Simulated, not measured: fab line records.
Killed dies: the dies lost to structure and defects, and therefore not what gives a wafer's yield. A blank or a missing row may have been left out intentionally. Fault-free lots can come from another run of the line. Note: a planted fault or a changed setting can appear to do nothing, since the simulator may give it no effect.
fab line records    flow nand-harc
record lots=24  wafers=72  last-day=24
route steps=1159 shown A_CHANNEL_FILL_D1@500 A_STAIRCASE@558
lots untouched by any fault: they come from a run of this same line in which no faults occurred
start-h: hours from the record's first day to the start of the lot's first wafer shown    wait-h: hours elapsed since this lot's preceding step    " same as the row above    L1.1+2: a row that stands for several wafers    - no value, or no start was given    * or withheld: withheld    < > ~ a bound
route shown NAME@n: names a module that has steps shown in the file, with the first one's number in the route    usual: average and standard deviation across the fault-free wafers    same: alike in all rows    chamber/n: place in a boat    sites: readings site by site    _std_site: their standard deviation    _edge_site: mean of outer sites minus mean of inner sites    radius-mm: for every site, how far away it sits from the centre of the wafer    mask NAME#n: copy n    behind: the tool/chamber that last shaped the wafer    hold: why the lot was held/for how many hours/how that ended    device: the n, p or np transistor that did not switch    end of line: tests of these same wafers at the route's end    for a step that has no rows: nothing shown but its recipe    killed: count of dies lost to structure and defects at first sort (not the wafer's yield)    map: per-die view of a wafer (x killed, . not killed, _ where there is no die)
set.NAME: setting as actually run; set.NAME@STEP: the setting as run at that earlier step    model.NAME: the simulator's own value behind a step, which no gauge read
the route's steps for a sample of lots (tables are steps, rows are wafers)
services: a tool's chamber out of use, with start hour (start-h, from the record's first day; less than 0 if before it), hours out, and reason
## steps
# step NHARC_A_CHANNEL_FILL_D1_ETCHBACK_20
# recipe target-depth-a=270  time-s=13.5  c4f8-flow-sccm=withheld  o2-flow-sccm=8  ar-flow-sccm=withheld  rf-w=600  bias-w=1500  chemistry=C4F8/O2/Ar
# usual oes-product-au=0.96/0.036  rf-vpp-V=978/5.4
lot.wafer  tool         chamber  start-h  wait-h  oes-product-au  rf-hours-counter-h  rf-vpp-V
L075.4     rie-diel-10  1        212.04   -       0.94            0                   978
L075.2     "            2        "        "       0.90            0                   982
L075.3     "            3        "        "       0.92            0                   985
L076.2     rie-diel-09  3        212.07   -       0.92            4                   976
L076.1     "            0        "        "       0.91            5                   976
L076.4     "            1        "        "       0.92            5                   981
L074.1     rie-diel-09  2        219.73   -       0.92            5                   987
L074.6     "            3        "        "       0.93            -                   975
L074.5     "            0        "        "       0.91            -                   977
L078.3     rie-diel-09  2        228.17   -       0.92            5                   987
L078.6     "            1        "        "       0.92            -                   981
L078.5     "            2        "        "       0.91            -                   988
L077.2     rie-diel-10  2        228.18   -       0.97            1                   981
L077.3     "            3        "        "       0.99            1                   985
L077.5     "            0        "        "       0.99            -                   973
L079.3     rie-diel-11  3        228.20   -       0.99            5                   971
L079.2     "            0        "        "       1.02            5                   969
L079.6     "            2        "        "       0.99            -                   978
L080.2     rie-diel-10  3        243.21   -       0.97            1                   984
L080.1     "            1        "        "       0.99            1                   979
L080.6     "            3        "        "       0.98            -                   985
L082.4     rie-diel-09  1        243.23   -       0.93            6                   981
L082.3     "            2        "        "       0.91            6                   989
L082.6     "            3        "        "       0.91            -                   976
L081.3     rie-diel-09  1        248.40   -       1.01            6                   981
L081.2     "            0        "        "       0.98            6                   978
L081.5     "            2        "        "       0.99            -                   989
L083.2     rie-diel-10  0        262.62   -       1.00            2                   972
L083.5     "            0        "        "       1.00            -                   972
L083.6     "            1        "        "       1.00            -                   978
L084.1     rie-diel-11  1        262.64   -       1.01            11                  975
L084.4     "            2        "        "       1.01            11                  977
L084.5     "            3        "        "       1.01            -                   971
L085.3     rie-diel-09  1        286.81   -       0.99            1                   980
L085.2     "            2        "        "       1.01            1                   988
L085.6     "            1        "        "       0.98            -                   980
L087.3     rie-diel-10  3        286.82   -       0.96            2                   984
L087.4     "            0        "        "       0.98            2                   971
L087.2     "            1        "        "       0.99            2                   977
L086.3     rie-diel-10  3        289.80   -       0.92            2                   984
L086.4     "            0        "        "       0.92            2                   973
L086.5     "            0        "        "       0.93            -                   972
L088.4     rie-diel-09  0        289.80   -       0.95            1                   978
L088.1     "            3        "        "       0.97            1                   975
L088.5     "            0        "        "       0.96            -                   976
L089.2     rie-diel-11  1        299.31   -       0.94            17                  974
L089.3     "            2        "        "       0.92            17                  978
L089.6     "            1        "        "       0.94            -                   973
L090.3     rie-diel-10  3        306.54   -       0.91            3                   985
L090.1     "            0        "        "       0.92            3                   971
L090.5     "            3        "        "       0.92            -                   985
L091.2     rie-diel-11  1        306.54   -       0.94            18                  975
L091.4     "            3        "        "       0.94            18                  971
L091.3     "            0        "        "       0.94            18                  968
L093.1     rie-diel-09  3        313.47   -       1.00            2                   976
L093.6     "            3        "        "       1.00            -                   975
L093.5     "            0        "        "       0.98            -                   977
L094.1     rie-diel-10  3        313.49   -       0.92            3                   984
L094.4     "            0        "        "       0.91            3                   972
L094.6     "            1        "        "       0.93            -                   978
L092.2     rie-diel-09  1        317.45   -       0.99            2                   979
L092.1     "            3        "        "       1.01            2                   975
L092.4     "            0        "        "       0.99            2                   979
L095.3     rie-diel-10  0        331.71   -       0.99            4                   974
L095.2     "            2        "        "       0.98            4                   981
L095.6     "            3        "        "       0.98            -                   984
L096.4     rie-diel-10  2        346.05   -       0.92            4                   980
L096.3     "            0        "        "       0.93            4                   972
L096.6     "            2        "        "       0.91            -                   982
L097.2     rie-diel-11  3        349.77   -       0.92            24                  972
L097.3     "            0        "        "       0.92            24                  968
L097.5     "            0        "        "       0.92            -                   968
# step NHARC_A_CHANNEL_FILL_D1_STRIP_29
# recipe time-s=20  o2-flow-sccm=500  ar-flow-sccm=0  bias-w=0  chemistry=O2
# usual drypump-motor-current-A=5.7/0.6  oes-product-au=1.000/0.011  rf-vpp-V=57.8/0.95  showerhead-plenum-p-Torr=3.53/0.13  throttle-valve-pct=17.036/0.0085
lot.wafer  tool         chamber  start-h  wait-h  drypump-motor-current-A  oes-product-au  rf-hours-counter-h  rf-vpp-V  showerhead-plenum-p-Torr  throttle-valve-pct
L075.4     rie-diel-10  1        -        -       5.3                      0.997           1                   57.4      3.52                      17.039
L075.3     "            2        "        "       4.8                      0.979           1                   56.8      3.61                      17.039
L075.2     "            0        "        "       6.5                      1.011           1                   57.0      3.38                      17.035
L076.1     rie-diel-11  1        -        -       5.8                      1.007           6                   58.1      3.45                      17.049
L076.4     "            2        "        "       5.2                      0.997           6                   56.7      3.48                      17.034
L076.2     "            3        "        "       5.1                      0.989           6                   57.6      3.36                      17.035
L074.1     rie-diel-10  3        -        -       5.2                      0.999           1                   59.4      3.69                      17.031
L074.6     "            0        "        "       6.6                      0.995           -                   58.3      3.38                      17.037
L074.5     "            1        "        "       5.3                      1.006           -                   57.6      3.52                      17.034
L079.2     rie-diel-10  2        -        -       4.8                      0.980           1                   57.8      3.61                      17.050
L079.3     "            3        "        "       5.2                      0.983           2                   59.5      3.69                      17.047
L079.6     "            0        "        "       6.6                      1.007           -                   57.7      3.38                      17.030
L078.3     rie-diel-09  3        -        -       5.2                      1.001           5                   58.0      3.45                      17.034
L078.5     "            1        "        "       6.3                      1.006           -                   59.4      3.59                      17.039
L078.6     "            2        "        "       5.5                      0.989           -                   57.5      3.78                      17.045
L077.2     rie-diel-10  3        -        -       5.2                      0.983           2                   57.3      3.69                      17.034
L077.3     "            2        "        "       4.8                      0.997           1                   58.8      3.61                      17.041
L077.5     "            0        "        "       6.6                      1.010           -                   57.3      3.38                      17.040
L080.1     rie-diel-11  0        -        -       5.6                      1.018           12                  57.5      3.29                      17.043
L080.2     "            2        "        "       5.2                      1.010           10                  57.3      3.48                      17.040
L080.6     "            0        "        "       5.6                      1.025           -                   56.4      3.29                      17.042
L082.3     rie-diel-10  1        -        -       5.3                      1.015           2                   58.2      3.52                      17.039
L082.4     "            2        "        "       4.8                      0.993           2                   56.6      3.61                      17.043
L082.6     "            3        "        "       5.2                      0.994           -                   57.4      3.69                      17.036
L081.2     rie-diel-10  1        -        -       5.3                      1.011           2                   58.1      3.52                      17.026
L081.3     "            2        "        "       4.8                      0.997           2                   56.5      3.61                      17.045
L081.5     "            1        "        "       5.3                      1.015           -                   57.8      3.52                      17.046
L083.2     rie-diel-09  2        -        -       5.4                      1.010           0                   58.6      3.78                      17.026
L083.5     "            1        "        "       6.3                      0.987           -                   57.7      3.59                      17.020
L083.6     "            2        "        "       5.5                      0.994           -                   58.1      3.78                      17.028
L084.4     rie-diel-11  2        -        -       5.2                      1.005           14                  57.4      3.48                      17.029
L084.1     "            3        "        "       5.1                      0.995           15                  56.6      3.36                      17.038
L084.5     "            2        "        "       5.2                      0.998           -                   58.1      3.48                      17.027
L085.3     rie-diel-10  0        -        -       6.5                      1.005           3                   57.8      3.38                      17.044
L085.2     "            1        "        "       5.3                      1.004           3                   57.5      3.52                      17.034
L085.6     "            0        "        "       6.5                      1.005           -                   58.5      3.38                      17.042
L087.4     rie-diel-11  2        -        -       5.2                      1.005           18                  58.8      3.48                      17.043
L087.2     "            3        "        "       5.1                      1.005           18                  57.0      3.36                      17.034
L087.3     "            1        "        "       5.8                      1.010           18                  56.2      3.44                      17.031
L088.1     rie-diel-11  3        -        -       5.1                      1.014           18                  57.4      3.36                      17.028
L088.4     "            0        "        "       5.7                      1.006           18                  57.5      3.29                      17.030
L088.5     "            3        "        "       5.1                      1.010           -                   56.6      3.36                      17.039
L086.3     rie-diel-09  0        308.11   0.1     6.5                      0.992           2                   58.9      3.51                      17.029
L086.4     "            1        "        "       6.3                      0.997           -                   58.0      3.59                      17.025
L086.5     "            2        "        "       5.5                      1.017           -                   59.0      3.78                      17.049
L089.2     rie-diel-09  1        -        -       6.3                      0.984           2                   58.9      3.59                      17.037
L089.3     "            3        "        "       5.2                      1.021           2                   57.3      3.45                      17.027
L089.6     "            0        "        "       6.5                      0.994           -                   56.7      3.51                      17.038
L091.3     rie-diel-10  1        -        -       5.3                      0.999           3                   58.9      3.52                      17.025
L091.2     "            2        "        "       4.8                      0.987           3                   57.5      3.61                      17.030
L091.4     "            3        "        "       5.2                      0.978           3                   58.7      3.69                      17.029
L090.3     rie-diel-09  1        -        -       6.3                      0.980           2                   57.7      3.59                      17.045
L090.1     "            3        "        "       5.3                      0.997           2                   56.1      3.45                      17.041
L090.5     "            0        "        "       6.5                      0.998           -                   58.5      3.51                      17.037
L093.1     rie-diel-10  1        -        -       5.3                      1.012           3                   57.8      3.52                      17.027
L093.6     "            1        "        "       5.3                      1.004           -                   57.6      3.52                      17.039
L093.5     "            2        "        "       4.8                      0.991           -                   58.3      3.61                      17.038
L094.4     rie-diel-09  0        -        -       6.5                      0.988           3                   57.7      3.51                      17.034
L094.1     "            3        "        "       5.2                      1.013           2                   57.9      3.45                      17.050
L094.6     "            0        "        "       6.5                      0.986           -                   58.7      3.51                      17.041
L092.4     rie-diel-09  3        -        -       5.2                      1.011           3                   56.8      3.45                      17.055
L092.1     "            0        "        "       6.6                      0.995           3                   56.8      3.51                      17.042
L092.2     "            1        "        "       6.3                      0.994           3                   58.6      3.58                      17.044
L095.3     rie-diel-10  2        -        -       4.8                      0.980           4                   56.0      3.61                      17.033
L095.2     "            3        "        "       5.2                      0.985           4                   59.0      3.69                      17.044
L095.6     "            1        "        "       5.3                      0.995           -                   56.4      3.52                      17.040
L096.3     rie-diel-09  2        -        -       5.5                      1.008           4                   59.2      3.78                      17.021
L096.4     "            3        "        "       5.2                      1.007           4                   57.8      3.45                      17.023
L096.6     "            2        "        "       5.5                      1.015           -                   57.8      3.78                      17.034
L097.3     rie-diel-09  1        367.88   0.1     6.3                      0.990           4                   59.1      3.58                      17.026
L097.2     "            3        "        "       5.2                      1.009           4                   58.2      3.45                      17.025
L097.5     "            0        "        "       6.5                      0.995           -                   58.3      3.51                      17.026
# step NHARC_A_CHANNEL_FILL_D1_CMP_10
# recipe target-thk-nm=150
# usual motor-current-A=12.2/1.2  time-to-endpoint-s=15/3.1
lot.wafer  tool    chamber  start-h  wait-h  motor-current-A  time-to-endpoint-s
L075.3     cmp-01  3        238.95   0.4     11.2             13
L075.4     "       1        "        "       12.6             14
L075.2     "       2        "        "       11.2             16
L076.2     cmp-04  3        239.12   0.5     10.1             16
L076.4     "       0        "        "       12.6             18
L076.1     "       1        "        "       12.4             14
L074.1     cmp-03  0        242.73   0.4     13.2             18
L074.6     "       0        "        "       14.0             17
L074.5     "       1        "        "       10.0             16
L079.2     cmp-03  0        251.07   0.4     14.2             17
L079.3     "       2        "        "       14.3             14
L079.6     "       1        "        "       10.4             14
L077.2     cmp-04  0        251.07   0.4     12.7             20
L077.3     "       2        "        "       11.5             17
L077.5     "       0        "        "       12.0             17
L078.3     cmp-01  1        251.07   0.4     13.9             16
L078.6     "       1        "        "       12.8             13
L078.5     "       2        "        "       11.1             14
L080.2     cmp-01  1        266.25   0.4     13.3             14
L080.1     "       2        "        "       11.1             15
L080.6     "       1        "        "       13.2             14
L082.3     cmp-04  0        266.30   0.4     12.2             17
L082.4     "       1        "        "       13.3             15
L082.6     "       2        "        "       10.8             20
L081.2     cmp-01  2        272.82   0.4     11.2             16
L081.3     "       0        "        "       12.3             24
L081.5     "       3        "        "       11.7             12
L084.1     cmp-01  1        285.83   0.4     13.7             13
L084.4     "       0        "        "       12.3             20
L084.5     "       2        "        "       11.1             12
L083.2     cmp-03  1        285.88   0.4     11.2             12
L083.5     "       3        "        "       11.8             14
L083.6     "       0        "        "       14.1             14
L087.4     cmp-04  1        310.02   0.4     14.1             14
L087.3     "       2        "        "       11.7             16
L087.2     "       3        "        "       10.8             13
L085.3     cmp-03  3        310.07   0.4     11.4             14
L085.2     "       0        "        "       12.9             19
L085.6     "       1        "        "       10.9             15
L086.4     cmp-04  3        313.68   0.4     11.2             15
L086.3     "       0        "        "       12.4             16
L086.5     "       0        "        "       12.1             18
L088.4     cmp-01  0        313.69   0.4     13.0             16
L088.1     "       2        "        "       11.3             12
L088.5     "       3        "        "       11.9             9
L089.2     cmp-03  1        323.81   0.4     11.5             11
L089.3     "       3        "        "       11.5             14
L089.6     "       2        "        "       15.1             17
L091.3     cmp-01  2        329.91   0.4     11.6             11
L091.2     "       3        "        "       11.5             11
L091.4     "       0        "        "       12.6             18
L090.3     cmp-03  0        329.91   0.4     13.8             16
L090.1     "       1        "        "       10.6             14
L090.5     "       0        "        "       13.4             18
L094.1     cmp-04  3        336.54   0.4     11.2             12
L094.4     "       0        "        "       12.2             14
L094.6     "       2        "        "       10.7             16
L093.1     cmp-01  0        336.54   0.4     13.0             15
L093.6     "       3        "        "       11.7             9
L093.5     "       0        "        "       13.5             19
L092.4     cmp-03  0        341.55   0.4     13.1             16
L092.2     "       1        "        "       11.0             14
L092.1     "       2        "        "       14.6             15
L095.2     cmp-04  2        355.05   0.4     11.4             15
L095.3     "       3        "        "       10.8             11
L095.6     "       1        "        "       14.0             9
L096.4     cmp-01  0        370.19   0.4     13.2             20
L096.3     "       2        "        "       11.0             17
L096.6     "       0        "        "       12.9             23
L097.2     cmp-03  2        373.47   0.4     15.3             15
L097.3     "       3        "        "       11.1             15
L097.5     "       0        "        "       13.4             15
# step NHARC_A_STAIRCASE_ETCH_21
# recipe target-depth-a=1000  time-s=40.5  ion-energy-ev=400  c4f8-flow-sccm=20  o2-flow-sccm=10  ar-flow-sccm=withheld  rf-w=600  bias-w=1000  chemistry=C4F8/O2
# usual oes-product-au=0.941/0.018  rf-vpp-V=896/5.7
lot.wafer  tool         chamber  start-h  wait-h  oes-product-au  rf-hours-counter-h  rf-vpp-V
L076.4     rie-diel-04  0        -        -       0.915           40                  891
L076.2     "            1        "        "       0.919           42                  905
L076.1     "            2        "        "       0.926           42                  893
L075.3     rie-diel-04  0        -        -       0.917           41                  893
L075.4     "            2        "        "       0.937           43                  893
L075.2     "            3        "        "       0.933           44                  890
L074.1     rie-diel-05  0        -        -       0.932           24                  890
L074.5     "            1        "        "       0.952           -                   894
L074.6     "            2        "        "       0.946           -                   903
L078.3     rie-diel-06  3        -        -       0.922           2                   901
L078.5     "            2        "        "       0.928           -                   892
L078.6     "            3        "        "       0.924           -                   901
L077.2     rie-diel-04  1        -        -       0.942           49                  904
L077.3     "            3        "        "       0.937           50                  891
L077.5     "            2        "        "       0.926           -                   893
L079.2     rie-diel-06  0        -        -       0.949           2                   888
L079.3     "            1        "        "       0.938           3                   897
L079.6     "            0        "        "       0.936           -                   888
L080.1     rie-diel-05  1        -        -       0.966           34                  895
L080.2     "            2        "        "       0.955           34                  904
L080.6     "            1        "        "       0.968           -                   895
L082.3     rie-diel-06  2        -        -       0.910           8                   891
L082.4     "            3        "        "       0.906           8                   902
L082.6     "            0        "        "       0.940           -                   888
L081.3     rie-diel-05  1        -        -       0.975           37                  895
L081.2     "            3        "        "       0.968           36                  904
L081.5     "            1        "        "       0.961           -                   894
L084.1     rie-diel-05  1        -        -       0.952           42                  894
L084.4     "            2        "        "       0.951           -                   903
L084.5     "            0        "        "       0.930           -                   890
L083.2     rie-diel-05  1        -        -       0.945           42                  894
L083.5     "            2        "        "       0.953           -                   901
L083.6     "            0        "        "       0.926           -                   891
L085.2     rie-diel-04  0        -        -       0.945           5                   891
L085.3     "            3        "        "       0.954           6                   891
L085.6     "            0        "        "       0.943           -                   892
L087.4     rie-diel-06  2        -        -       0.920           22                  891
L087.3     "            3        "        "       0.926           22                  903
L087.2     "            0        "        "       0.956           24                  888
L088.1     rie-diel-06  3        -        -       0.915           24                  903
L088.4     "            0        "        "       0.944           26                  888
L088.5     "            2        "        "       0.937           -                   891
L086.3     rie-diel-04  0        -        -       0.970           8                   892
L086.4     "            2        "        "       0.936           10                  894
L086.5     "            1        "        "       0.977           -                   905
L089.2     rie-diel-06  0        -        -       0.935           29                  888
L089.3     "            3        "        "       0.925           28                  901
L089.6     "            0        "        "       0.929           -                   888
L090.1     rie-diel-05  1        -        -       0.954           58                  894
L090.3     "            2        "        "       0.947           58                  902
L090.5     "            1        "        "       0.951           -                   894
L091.3     rie-diel-04  1        -        -       0.965           14                  907
L091.4     "            3        "        "       0.981           14                  890
L091.2     "            0        "        "       0.978           14                  893
L094.1     rie-diel-06  3        -        -       0.915           33                  902
L094.4     "            0        "        "       0.947           35                  886
L094.6     "            2        "        "       0.937           -                   891
L093.1     rie-diel-04  1        -        -       0.932           17                  904
L093.6     "            1        "        "       0.943           -                   906
L093.5     "            2        "        "       0.916           -                   895
L092.1     rie-diel-05  3        -        -       0.921           58                  904
L092.4     "            0        "        "       0.902           59                  889
L092.2     "            1        "        "       0.940           64                  894
L095.3     rie-diel-05  1        -        -       0.963           1                   894
L095.2     "            2        "        "       0.991           1                   903
L095.6     "            1        "        "       0.964           -                   895
L096.3     rie-diel-04  1        -        -       0.958           29                  905
L096.4     "            2        "        "       0.941           28                  895
L096.6     "            0        "        "       0.960           -                   892
L097.2     rie-diel-04  0        -        -       0.943           29                  891
L097.3     "            2        "        "       0.929           31                  893
L097.5     "            1        "        "       0.962           -                   903
# step NHARC_A_STAIRCASE_STRIP_175
# recipe power-w=1500  temp-c=250  chemistry=O2
# usual drypump-motor-current-A=6.0/0.38  heater-power-w=320/23  rf-refl-power-W=13.2/2.2
lot.wafer  tool             chamber  start-h  wait-h  drypump-motor-current-A  heater-power-w  rf-hours-counter-h  rf-refl-power-W
L076.1     plasma-asher-01  1        245.13   0.1     5.8                      329             45                  11.2
L076.2     "                0        "        "       6.5                      295             45                  12.8
L076.4     "                0        "        "       6.5                      296             -                   12.6
L075.2     plasma-asher-01  0        247.08   0.1     6.4                      300             46                  12.6
L075.4     "                1        "        "       5.9                      324             -                   11.5
L075.3     "                0        "        "       6.4                      290             -                   12.2
L074.1     plasma-asher-02  0        250.46   0.1     5.4                      360             18                  14.6
L074.6     "                1        "        "       6.0                      309             -                   17.1
L074.5     "                0        "        "       5.4                      362             -                   14.7
L078.3     plasma-asher-02  1        256.86   0.2     6.0                      294             -                   -
L078.5     "                1        "        "       6.1                      307             -                   -
L078.6     "                0        "        "       5.4                      359             -                   -
L077.2     plasma-asher-01  0        256.96   0.1     6.5                      303             50                  12.9
L077.3     "                0        "        "       6.5                      301             -                   13.3
L077.5     "                1        "        "       5.9                      333             -                   11.2
L079.2     plasma-asher-02  0        257.37   0.1     5.4                      353             21                  -
L079.3     "                0        "        "       5.4                      357             -                   -
L079.6     "                0        "        "       5.4                      351             -                   -
L080.1     plasma-asher-01  0        272.38   0.1     6.4                      303             57                  12.9
L080.2     "                1        "        "       5.9                      320             57                  11.1
L080.6     "                1        "        "       5.8                      329             -                   10.8
L082.3     plasma-asher-01  1        273.02   0.2     5.9                      326             -                   10.5
L082.4     "                0        "        "       6.5                      297             -                   12.6
L082.6     "                0        "        "       6.5                      293             -                   13.1
L081.2     plasma-asher-02  1        279.03   0.2     6.0                      302             29                  17.3
L081.3     "                0        "        "       5.4                      359             -                   14.1
L081.5     "                1        "        "       6.0                      307             -                   17.0
L084.1     plasma-asher-01  1        292.26   0.1     5.8                      335             2                   -
L084.4     "                1        "        "       5.9                      336             -                   -
L084.5     "                1        "        "       5.9                      331             -                   -
L083.2     plasma-asher-02  1        292.29   0.1     6.0                      296             36                  -
L083.6     "                1        "        "       6.0                      296             -                   -
L083.5     "                0        "        "       5.4                      353             -                   -
L085.2     plasma-asher-01  0        316.10   0.2     6.5                      297             8                   12.7
L085.3     "                0        "        "       6.5                      293             -                   12.2
L085.6     "                0        "        "       6.4                      297             -                   12.2
L087.2     plasma-asher-02  1        316.36   0.2     6.0                      304             43                  17.1
L087.3     "                1        "        "       6.0                      308             -                   17.3
L087.4     "                0        "        "       5.4                      352             -                   14.6
L088.1     plasma-asher-02  1        322.07   0.1     6.0                      301             44                  17.5
L088.4     "                0        "        "       5.4                      358             -                   14.4
L088.5     "                1        "        "       6.0                      300             -                   18.1
L086.4     plasma-asher-01  0        323.07   0.2     6.5                      299             -                   13.5
L086.3     "                1        "        "       5.9                      327             -                   11.5
L086.5     "                0        "        "       6.5                      293             -                   12.8
L089.2     plasma-asher-01  1        329.95   0.4     5.8                      334             11                  10.2
L089.3     "                1        "        "       5.9                      332             -                   10.1
L089.6     "                0        "        "       6.5                      287             -                   12.7
L090.1     plasma-asher-01  1        336.00   0.1     5.9                      334             13                  10.0
L090.3     "                1        "        "       5.9                      335             -                   10.7
L090.5     "                0        "        "       6.4                      293             -                   13.1
L091.2     plasma-asher-02  0        336.03   0.1     5.4                      349             52                  14.3
L091.4     "                0        "        "       5.4                      350             -                   14.8
L091.3     "                1        "        "       6.0                      304             -                   17.3
L094.1     plasma-asher-02  1        342.26   0.1     6.0                      307             55                  -
L094.4     "                1        "        "       6.1                      306             -                   -
L094.6     "                0        "        "       5.4                      351             -                   -
L093.1     plasma-asher-01  1        342.67   0.1     5.9                      340             17                  10.7
L093.6     "                0        "        "       6.5                      295             -                   12.1
L093.5     "                1        "        "       5.9                      338             -                   11.8
L092.1     plasma-asher-01  1        347.34   0.1     5.9                      342             19                  11.3
L092.2     "                0        "        "       6.5                      295             19                  11.7
L092.4     "                1        "        "       5.8                      331             -                   11.4
L095.2     plasma-asher-01  0        361.21   0.3     6.4                      293             25                  12.6
L095.3     "                1        "        "       5.9                      327             -                   11.0
L095.6     "                0        "        "       6.5                      297             -                   12.2
L096.3     plasma-asher-01  0        376.04   0.2     6.4                      294             -                   -
L096.4     "                1        "        "       5.8                      331             -                   -
L096.6     "                1        "        "       5.8                      335             -                   -
L097.2     plasma-asher-02  1        380.78   0.1     6.0                      313             3                   17.2
L097.3     "                1        "        "       6.0                      313             -                   17.3
L097.5     "                0        "        "       5.4                      349             -                   15.5
# step NHARC_A_STAIRCASE_ETCH_192
# recipe target-depth-a=1000  time-s=40.5  ion-energy-ev=400  c4f8-flow-sccm=20  o2-flow-sccm=10  ar-flow-sccm=withheld  rf-w=600  bias-w=1000  chemistry=C4F8/O2
# usual oes-product-au=0.940/0.011  rf-vpp-V=896/5.8
lot.wafer  tool         chamber  start-h  wait-h  oes-product-au  rf-hours-counter-h  rf-vpp-V
L076.1     rie-diel-04  0        -        -       0.950           43                  893
L076.4     "            1        "        "       0.939           46                  904
L076.2     "            2        "        "       0.923           46                  894
L075.3     rie-diel-04  1        -        -       0.938           47                  905
L075.4     "            3        "        "       0.932           47                  891
L075.2     "            0        "        "       0.926           44                  893
L074.1     rie-diel-06  2        -        -       0.931           1                   891
L074.5     "            3        "        "       0.948           -                   903
L074.6     "            0        "        "       0.961           -                   886
L078.3     rie-diel-06  1        -        -       0.958           4                   897
L078.6     "            1        "        "       0.956           -                   896
L078.5     "            2        "        "       0.935           -                   891
L077.2     rie-diel-04  3        -        -       0.945           52                  891
L077.3     "            1        "        "       0.917           51                  904
L077.5     "            2        "        "       0.924           -                   893
L079.3     rie-diel-04  0        -        -       0.920           50                  893
L079.2     "            3        "        "       0.928           52                  892
L079.6     "            0        "        "       0.933           -                   891
L080.1     rie-diel-06  3        -        -       0.930           9                   902
L080.2     "            1        "        "       0.931           9                   896
L080.6     "            2        "        "       0.932           -                   891
L082.4     rie-diel-05  2        -        -       0.932           36                  903
L082.3     "            3        "        "       0.931           35                  904
L082.6     "            2        "        "       0.943           -                   901
L081.2     rie-diel-04  2        -        -       0.948           59                  894
L081.3     "            1        "        "       0.946           58                  905
L081.5     "            3        "        "       0.952           -                   891
L083.2     rie-diel-06  1        -        -       0.933           16                  896
L083.5     "            1        "        "       0.938           -                   895
L083.6     "            2        "        "       0.928           -                   891
L084.1     rie-diel-05  1        -        -       0.944           44                  895
L084.5     "            0        "        "       0.914           -                   891
L084.4     "            1        "        "       0.948           -                   894
L085.2     rie-diel-04  0        -        -       0.935           8                   892
L085.3     "            1        "        "       0.948           8                   903
L085.6     "            3        "        "       0.931           -                   891
L087.4     rie-diel-04  2        -        -       0.940           9                   894
L087.2     "            3        "        "       0.948           9                   890
L087.3     "            0        "        "       0.952           8                   894
L088.4     rie-diel-04  2        -        -       0.918           11                  894
L088.1     "            3        "        "       0.944           10                  892
L088.5     "            1        "        "       0.929           -                   905
L086.4     rie-diel-06  3        -        -       0.911           26                  903
L086.3     "            1        "        "       0.929           28                  897
L086.5     "            2        "        "       0.915           -                   890
L089.3     rie-diel-05  2        -        -       0.948           57                  903
L089.2     "            3        "        "       0.939           52                  906
L089.6     "            2        "        "       0.946           -                   903
L091.2     rie-diel-04  1        -        -       0.938           16                  904
L091.3     "            2        "        "       0.945           17                  893
L091.4     "            3        "        "       0.961           15                  890
L090.3     rie-diel-05  2        -        -       0.941           60                  901
L090.1     "            3        "        "       0.930           54                  904
L090.5     "            2        "        "       0.944           -                   902
L094.4     rie-diel-04  2        -        -       0.941           19                  892
L094.1     "            3        "        "       0.949           18                  890
L094.6     "            1        "        "       0.959           -                   906
L093.1     rie-diel-06  3        -        -       0.938           35                  901
L093.6     "            1        "        "       0.949           -                   896
L093.5     "            2        "        "       0.939           -                   890
L092.1     rie-diel-04  0        -        -       0.942           20                  891
L092.4     "            1        "        "       0.956           21                  905
L092.2     "            3        "        "       0.934           20                  890
L095.3     rie-diel-04  1        -        -       0.950           26                  904
L095.2     "            2        "        "       0.942           25                  895
L095.6     "            3        "        "       0.955           -                   890
L096.3     rie-diel-05  0        -        -       0.931           7                   889
L096.4     "            1        "        "       0.925           6                   893
L096.6     "            3        "        "       0.954           -                   906
L097.3     rie-diel-04  3        -        -       0.943           31                  889
L097.2     "            1        "        "       0.959           32                  905
L097.5     "            0        "        "       0.943           -                   891
## services
tool             chamber  start-h  hours  kind
rie-diel-11      -        189.50   9.0    pm
plasma-asher-02  -        213.92   3.0    repair
rie-diel-06      0        216.70   3.3    repair
rie-diel-06      2        232.62   2.7    repair
rie-diel-09      -        254.14   9.0    pm
rie-diel-10      -        255.64   0.8    repair
cmp-01           -        267.72   0.6    repair
plasma-asher-01  -        276.39   9.0    pm
cmp-01           -        278.13   4.0    pm
rie-diel-05      3        286.36   12.1   repair
rie-diel-04      -        288.99   9.0    pm
rie-diel-09      3        305.04   6.0    repair
rie-diel-10      1        315.47   6.1    repair
plasma-asher-01  -        324.53   5.4    repair
plasma-asher-02  -        342.83   9.1    repair
rie-diel-09      0        343.43   5.8    repair
rie-diel-05      -        348.55   9.0    pm
rie-diel-10      -        353.50   9.0    pm
rie-diel-09      0        359.45   3.6    repair
plasma-asher-02  -        360.28   9.0    pm
rie-diel-09      2        366.44   5.9    repair
rie-diel-11      -        366.50   9.0    pm
rie-diel-10      2        369.64   4.8    repair
plasma-asher-01  -        382.48   1.3    repair
## key
fault none
